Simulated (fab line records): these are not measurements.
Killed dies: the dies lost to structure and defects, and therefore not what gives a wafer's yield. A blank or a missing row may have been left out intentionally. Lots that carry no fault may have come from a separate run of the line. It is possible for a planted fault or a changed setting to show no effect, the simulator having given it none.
fab line records | flow n5-finfet
record: lots: 24 wafers: 72 last-day: 20
route steps=1938 shown BEOL_M8@1386 BEOL_M9@1415 BEOL_M10@1485
lots with no fault: from the same line, run without faults
start-h: the number of hours between the record's first day and the start of the first shown wafer of the lot | wait-h: time in hours since the lot's previous step | " the same as in the row above | L1.1+2: a single row standing in for several wafers | - value missing, or start not given | * or withheld: withheld | < > ~ a bound
route shown NAME@n: a module of which the file shows steps, and the number in the route of the first | usual: mean/standard deviation of fault-free wafers | same: alike in all rows | chamber/n: place in a boat | sites: readings site by site | _std_site: their standard deviation | _edge_site: mean of outer sites minus mean of inner sites | radius-mm: for every site, how far away it sits from the centre of the wafer | mask NAME#n: copy n | behind: tool/chamber where the wafer was last shaped | hold: why the lot was held/for how many hours/how that ended | device: the transistor (n, p or np) that didn't switch | end of line: tests of these same wafers at the route's end | a step with no rows: only its recipe | killed: dies lost to structure and defects at the first sort, not the wafer's yield | map: a wafer's dies, x killed, . not, _ none there
set.NAME: the setting as run; set.NAME@STEP: as run at that earlier step | model.NAME: the simulator's own value behind a step, which no gauge read
steps of the route over a sample of lots; a table a step, a row a wafer
services: from which hour (start-h, from the record's first day; less than 0 if before it) a tool's chamber was out of use, for how many hours, and why
== steps ==
step: N5_BEOL_M8_CURE_75
recipe: temp-c: 370 time-s: 120 ambient: DMADMS/He material: SiCOH_lowk
usual: lamp-power-pct: 52.31/0.053 wafer_temp_C_max: 371.9/0.58
columns lot.wafer tool chamber start-h wait-h lamp-power-pct wafer_temp_C_max
L074.2 uv-cure-03 2 229.97 0.1 52.30 372.3
L074.4 " 2 " " 52.27 372.3
L074.6 " 2 " " 52.36 372.3
L075.2 uv-cure-03 1 230.27 0.2 52.30 372.0
L075.4 " 1 " " 52.34 371.8
L075.5 " 1 " " 52.38 372.0
L076.3 uv-cure-02 1 236.80 0.2 52.31 372.0
L076.4 " 1 " " 52.37 372.6
L076.5 " 1 " " 52.35 372.0
L078.1 uv-cure-03 0 252.26 0.0 52.30 371.2
L078.4 " 0 " " 52.26 371.2
L078.5 " 0 " " 52.23 371.6
L077.1 uv-cure-01 1 260.55 0.0 52.40 372.4
L077.5 " 1 " " 52.31 372.2
L077.6 " 1 " " 52.45 372.2
L079.1 uv-cure-01 2 276.55 0.0 52.43 371.6
L079.2 " 2 " " 52.36 371.1
L079.3 " 2 " " 52.38 371.1
L080.1 uv-cure-02 1 276.58 0.0 52.30 372.0
L080.2 " 1 " " 52.29 373.0
L080.4 " 1 " " 52.23 371.6
L081.2 uv-cure-02 0 279.17 0.1 52.32 371.8
L081.3 " 0 " " 52.35 371.8
L081.4 " 0 " " 52.31 371.8
L082.3 uv-cure-03 2 288.12 0.1 52.37 372.1
L082.5 " 2 " " 52.32 372.6
L082.6 " 2 " " 52.35 372.1
L083.1 uv-cure-03 2 310.47 0.0 52.29 371.1
L083.3 " 2 " " 52.37 372.1
L083.5 " 2 " " 52.32 371.7
L084.3 uv-cure-02 2 326.94 0.3 52.20 372.7
L084.5 " 2 " " 52.35 373.0
L084.6 " 2 " " 52.26 371.9
L085.3 uv-cure-01 1 326.95 0.2 52.32 372.7
L085.4 " 1 " " 52.36 372.3
L085.6 " 1 " " 52.26 372.4
L088.1 uv-cure-01 2 338.64 0.0 52.38 371.2
L088.3 " 2 " " 52.31 371.3
L088.6 " 2 " " 52.36 371.9
L086.2 uv-cure-01 2 340.11 0.1 52.28 371.3
L086.3 " 2 " " 52.26 370.9
L086.5 " 2 " " 52.35 371.1
L087.1 uv-cure-02 2 340.17 0.0 52.35 372.3
L087.2 " 2 " " 52.33 372.3
L087.5 " 2 " " 52.27 373.3
L089.2 uv-cure-03 0 342.12 0.1 52.30 371.4
L089.3 " 0 " " 52.33 371.4
L089.5 " 0 " " 52.21 371.3
L092.3 uv-cure-03 2 346.98 0.1 52.28 372.1
L092.4 " 2 " " 52.29 371.5
L092.5 " 2 " " 52.34 372.3
L090.4 uv-cure-03 1 348.23 0.9 52.38 372.2
L090.5 " 1 " " 52.31 372.8
L090.6 " 1 " " 52.33 372.4
L091.2 uv-cure-01 2 360.33 0.3 52.25 371.9
L091.4 " 2 " " 52.41 370.9
L091.6 " 2 " " 52.36 371.4
L094.1 uv-cure-03 1 361.84 0.0 52.18 372.9
L094.2 " 1 " " 52.33 372.0
L094.6 " 1 " " 52.28 372.8
L093.1 uv-cure-03 0 368.19 0.3 52.32 370.7
L093.2 " 0 " " 52.27 371.4
L093.6 " 0 " " 52.25 371.7
L095.2 uv-cure-01 0 368.36 0.4 52.30 372.0
L095.3 " 0 " " 52.49 371.5
L095.6 " 0 " " 52.39 371.4
L096.1 uv-cure-03 1 371.23 0.2 52.28 372.0
L096.2 " 1 " " 52.45 372.0
L096.4 " 1 " " 52.32 372.6
L097.1 uv-cure-02 1 397.90 0.0 52.31 372.2
L097.2 " 1 " " 52.34 372.4
L097.4 " 1 " " 52.28 372.7
step: N5_BEOL_M8_DEP_56
recipe: material: SiCN target-thk-a: 100 temp-c: withheld precursor: 3MS/NH3 pressure-torr: 3 rf-w: 202 time-s: 17.5
usual: showerhead-plenum-p-Torr: 3.656/0.0099 throttle-valve-pct: 9.0/0.48
columns lot.wafer tool chamber start-h wait-h showerhead-plenum-p-Torr throttle-valve-pct
L074.2 pecvd-01 0 231.98 0.0 3.647 9.5
L074.4 " 2 " " 3.674 8.7
L074.6 " 1 " " 3.666 9.4
L075.2 pecvd-03 0 232.10 0.0 3.654 8.8
L075.4 " 1 " " 3.655 8.9
L075.5 " 0 " " 3.661 8.8
L076.3 pecvd-04 1 239.80 0.0 3.654 10.0
L076.4 " 1 " " 3.654 10.0
L076.5 " 0 " " 3.663 9.4
L078.1 pecvd-01 0 255.04 0.0 3.645 9.5
L078.4 " 2 " " 3.672 8.7
L078.5 " 1 " " 3.659 9.2
L077.1 pecvd-01 2 263.43 0.0 3.668 8.4
L077.5 " 0 " " 3.641 9.5
L077.6 " 2 " " 3.682 8.6
L079.1 pecvd-03 0 278.45 0.0 3.651 8.5
L079.2 " 1 " " 3.655 8.9
L079.3 " 2 " " 3.660 8.6
L080.1 pecvd-03 0 280.18 0.0 3.649 8.6
L080.2 " 2 " " 3.673 8.5
L080.4 " 0 " " 3.650 9.2
L081.2 pecvd-04 2 282.95 0.0 3.638 8.5
L081.3 " 0 " " 3.667 9.3
L081.4 " 1 " " 3.658 10.0
L082.3 pecvd-01 0 290.22 0.0 3.644 9.4
L082.5 " 0 " " 3.655 9.3
L082.6 " 1 " " 3.642 9.3
L083.1 pecvd-03 1 314.15 0.0 3.651 8.5
L083.3 " 0 " " 3.665 9.0
L083.5 " 1 " " 3.657 8.7
L084.3 pecvd-03 0 331.10 0.0 3.655 9.0
L084.5 " 2 " " 3.669 8.4
L084.6 " 1 " " 3.652 9.1
L085.3 pecvd-03 1 331.30 0.0 3.647 8.7
L085.4 " 0 " " 3.660 8.8
L085.6 " 1 " " 3.636 8.6
L088.1 pecvd-04 1 341.36 0.0 3.649 10.2
L088.3 " 2 " " 3.639 8.7
L088.6 " 0 " " 3.660 9.4
L086.2 pecvd-03 2 342.79 0.0 3.660 8.8
L086.3 " 1 " " 3.648 8.7
L086.5 " 1 " " 3.655 9.1
L087.1 pecvd-01 1 343.06 0.0 3.661 9.2
L087.2 " 2 " " 3.674 8.6
L087.5 " 1 " " 3.655 9.1
L089.2 pecvd-01 2 344.74 0.0 3.668 8.4
L089.3 " 1 " " 3.659 9.3
L089.5 " 2 " " 3.681 8.4
L092.3 pecvd-04 1 348.94 0.0 3.657 10.1
L092.4 " 2 " " 3.648 8.4
L092.5 " 1 " " 3.656 10.0
L090.4 pecvd-03 2 351.29 0.0 3.663 8.7
L090.5 " 1 " " 3.657 8.9
L090.6 " 0 " " 3.657 9.0
L091.2 pecvd-03 2 362.87 0.0 3.658 8.6
L091.4 " 0 " " 3.657 9.0
L091.6 " 1 " " 3.650 8.9
L094.1 pecvd-04 1 364.51 0.0 3.657 10.2
L094.2 " 2 " " 3.638 8.6
L094.6 " 2 " " 3.656 9.0
L093.1 pecvd-03 0 370.96 0.0 3.650 8.9
L093.2 " 2 " " 3.665 8.8
L093.6 " 0 " " 3.646 8.8
L095.2 pecvd-01 0 371.37 0.0 3.652 9.4
L095.3 " 2 " " 3.668 8.6
L095.6 " 0 " " 3.653 9.4
L096.1 pecvd-03 1 373.27 0.0 3.653 8.6
L096.2 " 0 " " 3.651 8.7
L096.4 " 2 " " 3.664 8.9
L097.1 pecvd-04 0 399.97 0.0 3.659 9.5
L097.2 " 2 " " 3.634 8.6
L097.4 " 0 " " 3.660 9.5
step: N5_BEOL_M8_INSPECT_58
recipe: inspect-instrument: darkfield mode: post-dep
usual: raw-defect-count: 70/23
columns lot.wafer tool chamber start-h wait-h raw-defect-count
L074.2 defect-inspect-01 - 232.08 0.0 40
L074.4 " - " " 142
L074.6 " - " " 69
L075.2 defect-inspect-01 - 232.20 0.0 77
L075.4 " - " " 94
L075.5 " - " " 109
L076.3 defect-inspect-01 - 239.90 0.0 58
L076.4 " - " " 77
L076.5 " - " " 75
L078.1 defect-inspect-01 - 255.14 0.0 102
L078.4 " - " " 103
L078.5 " - " " 115
L077.1 defect-inspect-02 - 263.53 0.0 40
L077.5 " - " " 58
L077.6 " - " " 45
L079.1 defect-inspect-01 - 278.54 0.0 83
L079.2 " - " " 103
L079.3 " - " " 85
L080.1 defect-inspect-01 - 280.28 0.0 57
L080.2 " - " " 64
L080.4 " - " " 51
L081.2 defect-inspect-01 - 283.05 0.0 73
L081.3 " - " " 86
L081.4 " - " " 66
L082.3 defect-inspect-01 - 290.32 0.0 52
L082.5 " - " " 67
L082.6 " - " " 41
L083.1 defect-inspect-01 - 314.25 0.0 66
L083.3 " - " " 80
L083.5 " - " " 51
L084.3 defect-inspect-02 - 331.19 0.0 51
L084.5 " - " " 100
L084.6 " - " " 107
L085.3 defect-inspect-01 - 331.40 0.0 53
L085.4 " - " " 32
L085.6 " - " " 33
L088.1 defect-inspect-01 - 341.45 0.0 96
L088.3 " - " " 103
L088.6 " - " " 68
L086.2 defect-inspect-02 - 342.88 0.0 68
L086.3 " - " " 57
L086.5 " - " " 51
L087.1 defect-inspect-01 - 343.15 0.0 109
L087.2 " - " " 58
L087.5 " - " " 64
L089.2 defect-inspect-02 - 344.84 0.0 45
L089.3 " - " " 78
L089.5 " - " " 57
L092.3 defect-inspect-01 - 349.04 0.0 82
L092.4 " - " " 51
L092.5 " - " " 79
L090.4 defect-inspect-01 - 351.37 0.0 41
L090.5 " - " " 70
L090.6 " - " " 55
L091.2 defect-inspect-02 - 362.97 0.0 43
L091.4 " - " " 46
L091.6 " - " " 55
L094.1 defect-inspect-01 - 364.63 0.0 83
L094.2 " - " " 94
L094.6 " - " " 80
L093.1 defect-inspect-01 - 371.05 0.0 63
L093.2 " - " " 66
L093.6 " - " " 43
L095.2 defect-inspect-01 - 371.46 0.0 33
L095.3 " - " " 73
L095.6 " - " " 57
L096.1 defect-inspect-01 - 373.37 0.0 45
L096.2 " - " " 72
L096.4 " - " " 67
L097.1 defect-inspect-02 - 400.07 0.0 36
L097.2 " - " " 71
L097.4 " - " " 46
step: N5_BEOL_M9_OVL_MEAS_12
recipe: points-per-wafer: 44
usual: M9_OVL: -0.7/0.62
columns lot.wafer tool chamber start-h wait-h M9_OVL[nm]
L074.2 overlay-02 0 233.72 0.0 -0.3
L074.4 " 0 " " 0.3
L074.6 " 0 " " -0.6
L075.2 overlay-02 0 234.54 0.0 -0.6
L075.4 " 0 " " -0.1
L075.5 " 0 " " 0.1
L076.3 overlay-01 0 241.73 0.0 -1.4
L076.4 " 0 " " -1.0
L076.5 " 0 " " -1.4
L078.1 overlay-02 0 257.13 0.0 -1.2
L078.4 " 0 " " -0.9
L078.5 " 0 " " -0.9
L077.1 overlay-01 0 264.94 0.0 -0.4
L077.5 " 0 " " -0.7
L077.6 " 0 " " -1.2
L079.1 overlay-01 0 280.73 0.0 -0.1
L079.2 " 0 " " 0.0
L079.3 " 0 " " -1.5
L080.1 overlay-02 0 282.98 0.0 -0.5
L080.2 " 0 " " -1.4
L080.4 " 0 " " -1.3
L081.2 overlay-02 0 284.36 0.0 -0.5
L081.3 " 0 " " -0.5
L081.4 " 0 " " -1.8
L082.3 overlay-02 0 292.02 0.0 -1.4
L082.5 " 0 " " -2.0
L082.6 " 0 " " -1.2
L083.1 overlay-02 0 316.60 0.0 -0.2
L083.3 " 0 " " -0.2
L083.5 " 0 " " -0.7
L084.3 overlay-01 0 335.82 0.0 -0.8
L084.5 " 0 " " -1.8
L084.6 " 0 " " -2.0
L085.3 overlay-01 0 335.98 0.0 -1.9
L085.4 " 0 " " -0.3
L085.6 " 0 " " -0.4
L088.1 overlay-02 0 343.49 0.0 0.0
L088.3 " 0 " " -1.5
L088.6 " 0 " " 0.2
L086.2 overlay-02 0 345.45 0.0 -0.5
L086.3 " 0 " " -0.4
L086.5 " 0 " " -0.4
L087.1 overlay-02 0 345.65 0.0 -0.4
L087.2 " 0 " " -0.4
L087.5 " 0 " " -0.7
L089.2 overlay-02 0 346.11 0.0 0.5
L089.3 " 0 " " 0.1
L089.5 " 0 " " 0.3
L092.3 overlay-01 0 351.60 0.0 -1.0
L092.4 " 0 " " -1.8
L092.5 " 0 " " -1.0
L090.4 overlay-02 0 353.75 0.0 -1.1
L090.5 " 0 " " 0.0
L090.6 " 0 " " -1.5
L091.2 overlay-01 0 364.77 0.0 -0.8
L091.4 " 0 " " -1.7
L091.6 " 0 " " -1.1
L094.1 overlay-01 0 368.31 0.0 0.4
L094.2 " 0 " " -0.9
L094.6 " 0 " " -0.7
L093.1 overlay-02 0 372.79 0.0 -0.1
L093.2 " 0 " " -0.7
L093.6 " 0 " " -0.9
L095.2 overlay-01 0 375.21 0.0 -0.1
L095.3 " 0 " " -0.4
L095.6 " 0 " " -0.1
L096.1 overlay-01 0 375.37 0.0 -1.3
L096.2 " 0 " " -0.3
L096.4 " 0 " " -0.8
L097.1 overlay-02 0 404.66 0.0 -0.5
L097.2 " 0 " " -1.3
L097.4 " 0 " " -1.1
step: N5_BEOL_M9_OVL_MEAS_29
recipe: points-per-wafer: 522
usual: V8_OVL: -0.3/0.69
columns lot.wafer tool chamber start-h wait-h V8_OVL[nm]
L075.2 overlay-01 0 235.77 0.0 0.2
L075.4 " 0 " " -0.1
L075.5 " 0 " " 0.0
L074.2 overlay-02 0 235.94 0.0 1.1
L074.4 " 0 " " 0.2
L074.6 " 0 " " 0.5
L076.3 overlay-01 0 242.88 0.0 -1.5
L076.4 " 0 " " -1.0
L076.5 " 0 " " -0.6
L078.1 overlay-02 0 259.80 0.0 -1.2
L078.4 " 0 " " -0.3
L078.5 " 0 " " -2.3
L077.1 overlay-02 0 267.99 0.0 -0.7
L077.5 " 0 " " 0.0
L077.6 " 0 " " 0.3
L079.1 overlay-01 0 281.71 0.0 -0.8
L079.2 " 0 " " 0.2
L079.3 " 0 " " -1.1
L080.1 overlay-02 0 286.51 0.0 1.2
L080.2 " 0 " " 0.1
L080.4 " 0 " " 0.1
L081.2 overlay-02 0 286.78 0.0 0.2
L081.3 " 0 " " -0.8
L081.4 " 0 " " -0.3
L082.3 overlay-01 0 293.39 0.0 -0.8
L082.5 " 0 " " -2.0
L082.6 " 0 " " -0.9
L083.1 overlay-01 0 317.45 0.0 -0.8
L083.3 " 0 " " -1.4
L083.5 " 0 " " -0.9
L085.3 overlay-01 0 337.71 0.0 -0.2
L085.4 " 0 " " 0.5
L085.6 " 0 " " -0.2
L084.3 overlay-01 0 337.88 0.0 -0.4
L084.5 " 0 " " -0.9
L084.6 " 0 " " 0.0
L088.1 overlay-02 0 344.35 0.0 0.2
L088.3 " 0 " " 0.8
L088.6 " 0 " " -0.3
L086.2 overlay-02 0 346.42 0.0 -0.6
L086.3 " 0 " " -0.7
L086.5 " 0 " " -0.1
L087.1 overlay-02 0 346.49 0.0 -0.3
L087.2 " 0 " " -1.4
L087.5 " 0 " " 0.5
L089.2 overlay-02 0 349.48 0.0 -0.2
L089.3 " 0 " " -1.2
L089.5 " 0 " " -0.4
L092.3 overlay-02 0 356.74 0.0 0.5
L092.4 " 0 " " -0.1
L092.5 " 0 " " 0.2
L090.4 overlay-02 0 356.91 0.0 0.0
L090.5 " 0 " " -0.3
L090.6 " 0 " " -0.9
L091.2 overlay-02 0 366.93 0.0 0.4
L091.4 " 0 " " -0.5
L091.6 " 0 " " -0.5
L094.1 overlay-01 0 370.23 0.0 -0.8
L094.2 " 0 " " -1.6
L094.6 " 0 " " -1.3
L093.1 overlay-02 0 373.71 0.0 0.8
L093.2 " 0 " " 0.7
L093.6 " 0 " " -0.3
L095.2 overlay-02 0 377.47 0.0 0.4
L095.3 " 0 " " -1.1
L095.6 " 0 " " 0.2
L096.1 overlay-01 0 377.50 0.0 -0.8
L096.2 " 0 " " -0.2
L096.4 " 0 " " 1.4
L097.1 overlay-02 0 408.48 0.0 0.6
L097.2 " 0 " " -1.3
L097.4 " 0 " " -0.8
step: N5_BEOL_M10_INSPECT_13
recipe: mode: adi inspect-instrument: brightfield
usual: raw-defect-count: 410/87
columns lot.wafer tool chamber start-h wait-h raw-defect-count
L075.2 defect-inspect-01 - 241.58 0.0 397
L075.4 " - " " 324
L075.5 " - " " 531
L074.2 defect-inspect-02 - 241.74 0.0 404
L074.4 " - " " 338
L074.6 " - " " 239
L076.3 defect-inspect-02 - 247.11 0.0 497
L076.4 " - " " 306
L076.5 " - " " 526
L078.1 defect-inspect-01 - 264.57 0.0 483
L078.4 " - " " 304
L078.5 " - " " 278
L077.1 defect-inspect-02 - 273.27 0.0 424
L077.5 " - " " 495
L077.6 " - " " 481
L079.1 defect-inspect-01 - 287.95 0.0 442
L079.2 " - " " 348
L079.3 " - " " 453
L080.1 defect-inspect-01 - 291.81 0.0 417
L080.2 " - " " 594
L080.4 " - " " 367
L081.2 defect-inspect-01 - 292.00 0.0 350
L081.3 " - " " 375
L081.4 " - " " 351
L082.3 defect-inspect-01 - 300.09 0.0 750
L082.5 " - " " 491
L082.6 " - " " 519
L083.1 defect-inspect-01 - 322.58 0.0 387
L083.3 " - " " 352
L083.5 " - " " 280
L085.3 defect-inspect-02 - 343.16 0.0 393
L085.4 " - " " 400
L085.6 " - " " 315
L084.3 defect-inspect-01 - 343.32 0.0 290
L084.5 " - " " 443
L084.6 " - " " 333
L088.1 defect-inspect-02 - 348.46 0.0 450
L088.3 " - " " 384
L088.6 " - " " 386
L086.2 defect-inspect-01 - 353.77 0.0 325
L086.3 " - " " 368
L086.5 " - " " 412
L087.1 defect-inspect-01 - 353.80 0.0 354
L087.2 " - " " 491
L087.5 " - " " 468
L089.2 defect-inspect-02 - 357.90 0.0 318
L089.3 " - " " 395
L089.5 " - " " 287
L092.3 defect-inspect-02 - 361.92 0.0 454
L092.4 " - " " 373
L092.5 " - " " 340
L090.4 defect-inspect-01 - 363.06 0.0 438
L090.5 " - " " 513
L090.6 " - " " 516
L091.2 defect-inspect-01 - 372.61 0.0 313
L091.4 " - " " 427
L091.6 " - " " 407
L094.1 defect-inspect-01 - 375.44 0.0 378
L094.2 " - " " 582
L094.6 " - " " 432
L093.1 defect-inspect-02 - 379.22 0.0 383
L093.2 " - " " 541
L093.6 " - " " 403
L095.2 defect-inspect-02 - 385.04 0.0 487
L095.3 " - " " 390
L095.6 " - " " 378
L096.1 defect-inspect-02 - 385.69 0.0 439
L096.2 " - " " 532
L096.4 " - " " 420
L097.1 defect-inspect-01 - 413.82 0.0 415
L097.2 " - " " 488
L097.4 " - " " 513
== services ==
columns tool chamber start-h hours kind
uv-cure-02 - 210.23 3.4 pm
uv-cure-03 - 211.21 6.7 repair
pecvd-01 - 218.69 0.9 repair
pecvd-01 2 236.31 2.1 scheduled-down
pecvd-03 1 243.89 5.5 scheduled-down
uv-cure-02 - 250.78 4.0 repair
uv-cure-03 - 272.43 7.5 pm
pecvd-03 0 281.20 5.5 scheduled-down
pecvd-01 1 281.62 2.1 scheduled-down
pecvd-04 - 288.42 33.3 repair
uv-cure-03 - 298.18 7.1 repair
uv-cure-03 - 305.55 2.8 pm
pecvd-04 - 328.99 0.3 repair
uv-cure-01 - 340.79 2.1 pm
pecvd-04 0 344.54 23.9 repair
uv-cure-02 - 344.70 7.5 pm
pecvd-03 2 344.90 2.2 repair
uv-cure-02 - 355.44 7.5 pm
uv-cure-02 - 362.99 5.0 pm
uv-cure-03 - 372.66 0.3 repair
pecvd-01 1 372.80 5.0 scheduled-down
uv-cure-02 - 374.17 2.2 repair
pecvd-04 - 382.97 0.7 repair
== key ==
fault none
